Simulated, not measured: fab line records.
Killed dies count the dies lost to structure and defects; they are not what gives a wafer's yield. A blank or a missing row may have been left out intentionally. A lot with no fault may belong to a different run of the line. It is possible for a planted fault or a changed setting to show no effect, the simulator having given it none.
fab line records	flow nandHarc
record: lots: 7	wafers: 21	lastDay: 25
route steps=1159 shown P_START@1 P_ZERO_WELL@2 END@1159
lots untouched by any fault: they come from a run of this same line in which no faults occurred
startH: hours from the record's first day to the start of the lot's first wafer shown	waitH: how many hours have passed since the lot's step before this one	" unchanged from the row above	L1.1+2: several wafers, shown together as one row	- either no value or no given start	* or withheld: withheld	< > ~ a bound
route shown NAME@n: a module of which the file shows steps, and the number in the route of the first	usual: mean/standard deviation of fault-free wafers	same: alike in all rows	chamber/n: place in a boat	sites: per-site readings	_std_site: standard deviation across them	_edge_site: outer sites' mean less inner sites'	radiusMm: how far each site lies from the wafer's centre	mask NAME#n: copy n	behind: the tool/chamber that last shaped the wafer	hold: cause of the lot's hold/its duration in hours/its outcome	device: the transistor (n, p or np) that didn't switch	end of line: the route-end tests of the same wafers	for a step that has no rows: nothing shown but its recipe	killed: at the first sort, the dies lost to defects and structure; wafer yield is something else	map: per-die view of a wafer (x killed, . not killed, _ where there is no die)
set.NAME: the run value of the setting; set.NAME@STEP: its run value at that earlier step	model.NAME: the simulator's own value behind a step, which no gauge read
lots at selected steps of the route; one table per step, one row per wafer
services: the hour from which a tool's chamber was out of use, counted from the record's first day as startH (under 0 if before that day), plus the number of hours and why
== steps ==
step: NHARC_P_START_INSPECT_01
usual: rawDefectCount: 3.6/2.1
lot.wafer	tool	chamber	startH	waitH	rawDefectCount
L765.1	defectInspect-01	-	18.03	-	5
L765.5	"	-	"	"	4
L765.6	"	-	"	"	5
L774.1	defectInspect-02	-	72.03	-	5
L774.2	"	-	"	"	6
L774.5	"	-	"	"	4
L777.1	defectInspect-02	-	90.04	-	3
L777.2	"	-	"	"	5
L777.3	"	-	"	"	2
L778.1	defectInspect-02	-	96.04	-	4
L778.3	"	-	"	"	7
L778.6	"	-	"	"	6
L780.1	defectInspect-01	-	108.04	-	0
L780.2	"	-	"	"	2
L780.4	"	-	"	"	6
L785.2	defectInspect-02	-	138.04	-	2
L785.3	"	-	"	"	2
L785.4	"	-	"	"	2
L786.3	defectInspect-02	-	144.04	-	3
L786.5	"	-	"	"	1
L786.6	"	-	"	"	1
step: NHARC_P_ZERO_WELL_PRECLEAN_00
recipe: timeS: 600	tempC: 120	chemistry: SPM
step: NHARC_P_ZERO_WELL_SRD_01
step: NHARC_P_ZERO_WELL_PECVD_02
recipe: targetThkA: 100	tempC: 400	pressureTorr: 6.5	rfW: withheld	teosFlowSccm: withheld	flowSccm: 2650	targetThkNm: 10	gas: O2	material: SiO2
step: NHARC_P_ZERO_WELL_DEHYDRATE_03
recipe: tempC: 150	timeS: 120
step: NHARC_P_ZERO_WELL_HMDS_04
recipe: timeS: 30
step: NHARC_P_ZERO_WELL_COAT_64
recipe: tempC: 200	timeS: 65
step: NHARC_P_ZERO_WELL_COAT_05
recipe: spinRpm: 2000	resistThkNm: 600
step: NHARC_P_ZERO_WELL_SOFTBAKE_06
recipe: tempC: 125	timeS: 70
step: NHARC_P_ZERO_WELL_EBR_07
step: NHARC_P_ZERO_WELL_EXPOSE_08
recipe: na: 0.55	targetCdNm: 500	doseMj: 33.8	maskId: P_ZERO
usual: exposureDoseMJCm2: 33.806/0.028
lot.wafer	tool	chamber	startH	waitH	mask	exposureDoseMJCm2
L765.1	krfScanner-03	0	19.07	-	P_ZERO#0	33.794
L765.5	"	0	"	"	P_ZERO#0	33.806
L765.6	"	0	"	"	P_ZERO#0	33.780
L774.1	krfScanner-01	0	72.96	-	P_ZERO#0	33.797
L774.2	"	0	"	"	P_ZERO#0	33.735
L774.5	"	0	"	"	P_ZERO#0	33.769
L777.1	krfScanner-03	0	91.08	-	P_ZERO#0	33.859
L777.2	"	0	"	"	P_ZERO#0	33.810
L777.3	"	0	"	"	P_ZERO#0	33.831
L778.1	krfScanner-03	0	96.97	-	P_ZERO#0	33.869
L778.3	"	0	"	"	P_ZERO#0	33.828
L778.6	"	0	"	"	P_ZERO#0	33.868
L780.1	krfScanner-03	0	109.09	-	P_ZERO#0	33.782
L780.2	"	0	"	"	P_ZERO#0	33.775
L780.4	"	0	"	"	P_ZERO#0	33.793
L785.2	krfScanner-02	0	139.00	-	P_ZERO#0	33.801
L785.3	"	0	"	"	P_ZERO#0	33.747
L785.4	"	0	"	"	P_ZERO#0	33.794
L786.3	krfScanner-02	0	145.08	-	P_ZERO#0	33.818
L786.5	"	0	"	"	P_ZERO#0	33.802
L786.6	"	0	"	"	P_ZERO#0	33.816
step: NHARC_P_ZERO_WELL_PEB_09
recipe: pebTempC: 128	pebTimeS: 80
step: NHARC_P_ZERO_WELL_DEVELOP_10
recipe: timeS: 50	devTempC: 22
step: NHARC_P_ZERO_WELL_CD_MEAS_11
recipe: targetCdNm: 500	landingEnergyEv: 500
usual: cdNm: 500.4/2.3
lot.wafer	tool	chamber	startH	waitH	cdNm
L765.1	cdSem-01	0	19.22	-	499.7
L765.5	"	0	"	"	496.6
L765.6	"	0	"	"	494.8
L774.1	cdSem-03	0	73.12	-	503.9
L774.2	"	0	"	"	501.5
L774.5	"	0	"	"	497.9
L777.1	cdSem-02	0	91.23	-	502.6
L777.2	"	0	"	"	511.8
L777.3	"	0	"	"	498.5
L778.1	cdSem-02	0	97.12	-	497.8
L778.3	"	0	"	"	502.7
L778.6	"	0	"	"	510.8
L780.1	cdSem-01	0	109.24	-	504.4
L780.2	"	0	"	"	513.5
L780.4	"	0	"	"	498.6
L785.2	cdSem-01	0	139.14	-	502.2
L785.3	"	0	"	"	498.9
L785.4	"	0	"	"	497.2
L786.3	cdSem-02	0	145.23	-	502.0
L786.5	"	0	"	"	497.9
L786.6	"	0	"	"	500.7
step: NHARC_P_ZERO_WELL_HARDBAKE_12
recipe: tempC: 118	timeS: 65
step: NHARC_END_SORT_01
recipe: tempC: 25
usual: killedAtArray: 26/9.7	killedAtOther: 1.0/1.2	killedAtPeriphery: 3.9/2.6	killedDies: 31/9.7	killedOpen: 3.2/1.8	killedShort: 2.0/1.3
same: grossDies: 677
lot.wafer	tool	chamber	startH	waitH	killedAtArray	killedAtOther	killedAtPeriphery	killedDies	killedOpen	killedShort
L785.2	prober-01	0	580.35	2.8	20	1	3	24	1	1
L785.3	prober-01	0	581.15	3.1	18	1	6	25	5	0
L785.4	prober-01	0	581.95	3.4	26	1	9	36	6	2
killed by level:class
L785.2 A_CONTACT:chamberFilmFlake=10 A_CHANNEL_HOLE_D1:chamberFilmFlake=6 A_STAIRCASE:chamberFilmFlake=2 P_M0:geometricParticle:short=1 P_ZERO_WELL:chamberFilmFlake=1 P_STI:chamberFilmFlake=1 STARTING-WAFER:geometricParticle:open=1 A_ZERO_WELL:chamberFilmFlake=1
L785.3 P_STI:chamberFilmFlake=4 A_STAIRCASE:chamberFilmFlake=4 A_ZERO_WELL:chamberFilmFlake=3 A_WL_FILL:chamberFilmFlake=3 A_CONTACT:chamberFilmFlake=3 A_CHANNEL_HOLE_D1:chamberFilmFlake=2 P_STI:geometricParticle:open=1 P_GATE:geometricParticle:open=1
L785.4 A_CHANNEL_HOLE_D1:chamberFilmFlake=8 A_STAIRCASE:chamberFilmFlake=6 A_CONTACT:geometricParticle:open=3 A_ZERO_WELL:chamberFilmFlake=3 A_CONTACT:chamberFilmFlake=3 P_ZERO_WELL:chamberFilmFlake=2 P_STI:chamberFilmFlake=2 A_WL_FILL:chamberFilmFlake=2
== services ==
tool	chamber	startH	hours	kind
krfScanner-03	-	-4.00	4.0	pm
krfScanner-01	-	11.77	2.8	repair
krfScanner-02	-	38.00	4.0	pm
krfScanner-03	-	65.80	2.1	repair
krfScanner-01	-	84.00	4.0	pm
== key ==
firstSign: step: NHARC_P_ZERO_WELL_CD_MEAS_11	reading: cdNm	direction: up	sigmas: 5	usual: 500.4	struck: 512.0
effect none on later readings
metAt NHARC_P_ZERO_WELL_EXPOSE_08
struckWafers L777.2,L778.6,L780.2
testerLeftOut L777,L778,L780
onsetBetween 19.07 91.08
fault: kind: processParameterDrift	tool: krfScanner-03	chamber: -	onsetH: 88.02	steps: NHARC_P_ZERO_WELL_EXPOSE_08	channel: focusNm	offset: 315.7	shape: step	endH: 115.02	scope: struckWafersOnly
testerLeftOut: of these lots the tester's yield and bins aren't shown, on N5 and GAA mostly nor the transistor test; their killed dies are dies lost to structure and defects alone, not to doping, threshold or leakage, so they don't give the yield
